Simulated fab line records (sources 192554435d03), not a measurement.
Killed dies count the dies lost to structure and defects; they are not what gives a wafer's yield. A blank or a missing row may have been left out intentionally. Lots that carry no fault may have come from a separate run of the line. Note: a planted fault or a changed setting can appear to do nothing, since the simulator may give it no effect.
Split-lot study | flow n5 finfet | 39 wafers read across 7 lots, on a route 1938 steps long

== THE SPLIT ITSELF ==
At N5_FIN_SAQP_PECVD_48 (deposits SiNx from SiH4/NH3/N2, target thk 25 nm, time 22.1 s), the setting time s was moved away from the recipe's 22.1 s on 18 of the 39 wafers read, by -59.8% to +39.5%. The other wafers ran this setting at the recipe's value.

== FROM THE SPLIT TO THE READING: what the file shows between them, 2 steps ==
- N5_FIN_SAQP_PECVD_06: deposits a-Si from SiH4/He, target thk 60 nm, time 48.1 s
- N5_FIN_SAQP_MANDREL1_REMOVE_56: chemistry HBr/Cl2/O2, target a-Si, stops on SiNx, bt time 10 s

== THE READING ==
etch.depth nm (the simulator's own value, which no gauge read), in nm, at N5_FIN_SAQP_ETCH_57 (etches SiNx in CH3F/O2, target depth 32.5 nm, time 46.4 s). No usual value for it is given in the file. Average 24.819 nm, standard deviation 0.37 nm, over the 21 wafers here run with the recipe.

wafer  | tool, chamber at the split | time s as run, s | against the recipe | etch.depth nm, nm | against lot-mates on the recipe
L078.2 | pecvd-02, 1                | 22.1             | recipe             | 24.55             | -
L078.3 | pecvd-02, 2                | 22.1             | recipe             | 24.88             | -
L078.5 | pecvd-02, 2                | 22.1             | recipe             | 24.96             | -
L081.1 | pecvd-04, 0                | 22.1             | recipe             | 23.98             | -
L081.2 | pecvd-04, 1                | 17.71            | -19.9%             | 19.4              | -4.923
L081.3 | pecvd-04, 2                | 22.1             | recipe             | 24.01             | -
L081.4 | pecvd-04, 1                | 22.1             | recipe             | 24.98             | -
L081.5 | pecvd-04, 2                | 17.71            | -19.9%             | 19.65             | -4.673
L081.6 | pecvd-04, 0                | 17.71            | -19.9%             | 19.47             | -4.853
L085.1 | pecvd-03, 1                | 22.1             | recipe             | 24.83             | -
L085.2 | pecvd-03, 0                | 22.1             | recipe             | 24.93             | -
L085.3 | pecvd-03, 2                | 22.1             | recipe             | 24.93             | -
L085.4 | pecvd-03, 0                | 30.84            | +39.5%             | 35.35             | +10.453
L085.5 | pecvd-03, 2                | 30.84            | +39.5%             | 35.26             | +10.363
L085.6 | pecvd-03, 1                | 30.84            | +39.5%             | 35.07             | +10.173
L088.1 | pecvd-04, 1                | 22.1             | recipe             | 24.76             | -
L088.2 | pecvd-04, 2                | 22.1             | recipe             | 24.4              | -
L088.3 | pecvd-04, 0                | 27.52            | +24.5%             | 30.43             | +5.780
L088.4 | pecvd-04, 1                | 27.52            | +24.5%             | 31.33             | +6.680
L088.5 | pecvd-04, 0                | 22.1             | recipe             | 24.79             | -
L088.6 | pecvd-04, 2                | 27.52            | +24.5%             | 30.91             | +6.260
L089.1 | pecvd-04, 0                | 22.1             | recipe             | 24.34             | -
L089.2 | pecvd-04, 2                | 9.656            | -56.3%             | 10.53             | -14.307
L089.3 | pecvd-04, 1                | 9.656            | -56.3%             | 10.99             | -13.847
L089.4 | pecvd-04, 1                | 22.1             | recipe             | 25.17             | -
L089.5 | pecvd-04, 2                | 22.1             | recipe             | 25                | -
L089.6 | pecvd-04, 0                | 9.656            | -56.3%             | 10.32             | -14.517
L095.1 | pecvd-03, 2                | 29.12            | +31.8%             | 32.76             | +7.557
L095.2 | pecvd-03, 1                | 22.1             | recipe             | 24.85             | -
L095.3 | pecvd-03, 0                | 29.12            | +31.8%             | 32.85             | +7.647
L095.4 | pecvd-03, 0                | 22.1             | recipe             | 25.45             | -
L095.5 | pecvd-03, 2                | 29.12            | +31.8%             | 33.33             | +8.127
L095.6 | pecvd-03, 1                | 22.1             | recipe             | 25.31             | -
L096.1 | pecvd-04, 1                | 22.1             | recipe             | 24.93             | -
L096.2 | pecvd-04, 0                | 8.876            | -59.8%             | 9.973             | -15.050
L096.3 | pecvd-04, 2                | 22.1             | recipe             | 24.98             | -
L096.4 | pecvd-04, 2                | 22.1             | recipe             | 25.16             | -
L096.5 | pecvd-04, 0                | 8.876            | -59.8%             | 10.07             | -14.953
L096.6 | pecvd-04, 1                | 8.876            | -59.8%             | 9.998             | -15.025

THE FIT
A straight line over all 39 wafers: etch.depth nm changes by +0.253 nm for each +1% of time s; r = +1.00; the points scatter about the line by 0.36 nm.
The same after taking each lot's own level away (the mean of its wafers on the recipe; 39 wafers): +0.252 nm for each +1%; r = +1.00; scatter 0.28 nm.
The reading moves by 15 nm for the largest change in time s, on that fit.
Measured against the standard deviation above, the lots' own levels, which go from 24.3233 to 25.2033 nm, span 2.4 times it.
The two slopes agree, so the slope changes little with the lot-to-lot level.
Check: for one of the wafers moved furthest among these (-59.8%), held out of the fit, the line's prediction against its lot-mates is -15.1 nm. It came out at -15.1 nm against them.

== FURTHER SPLITS ON THESE WAFERS ==
Before the reading, these wafers also passed through other splits. Each is held against what the fit with the lots' levels taken away leaves over:
other split on the same wafers           | wafers away from the commonest value | r with etch.depth nm (lot level and that fit taken away)
N5_PMOS_HMC_CHANNEL_EPI_DESCUM_14 time s | 15                                   | +0.19

== THE WHOLE CHAIN: every reading that the file lists as answering this split, in the file's order ==
step                 | what it does                                                  | reading                                                                           | change (the file's fit)               | r (the file's)
N5_FIN_SAQP_PECVD_48 | deposits SiNx from SiH4/NH3/N2, target thk 25 nm, time 22.1 s | SiNx_of_FIN_SAQP_PECVD_48.thk nm (the simulator's own value, which no gauge read) | +0.253 nm for each +1% of the setting | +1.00
N5_FIN_SAQP_ETCH_57  | etches SiNx in CH3F/O2, target depth 32.5 nm, time 46.4 s     | etch rf on time s                                                                 | withheld for each +1% of the setting  | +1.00
N5_FIN_SAQP_ETCH_57  | etches SiNx in CH3F/O2, target depth 32.5 nm, time 46.4 s     | etch.depth nm (the simulator's own value, which no gauge read)                    | +0.252 nm for each +1% of the setting | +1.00

== THE FILE'S OWN FIT ==
etch.depth nm changes by +0.252 nm for each +1% of time s, r = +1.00.
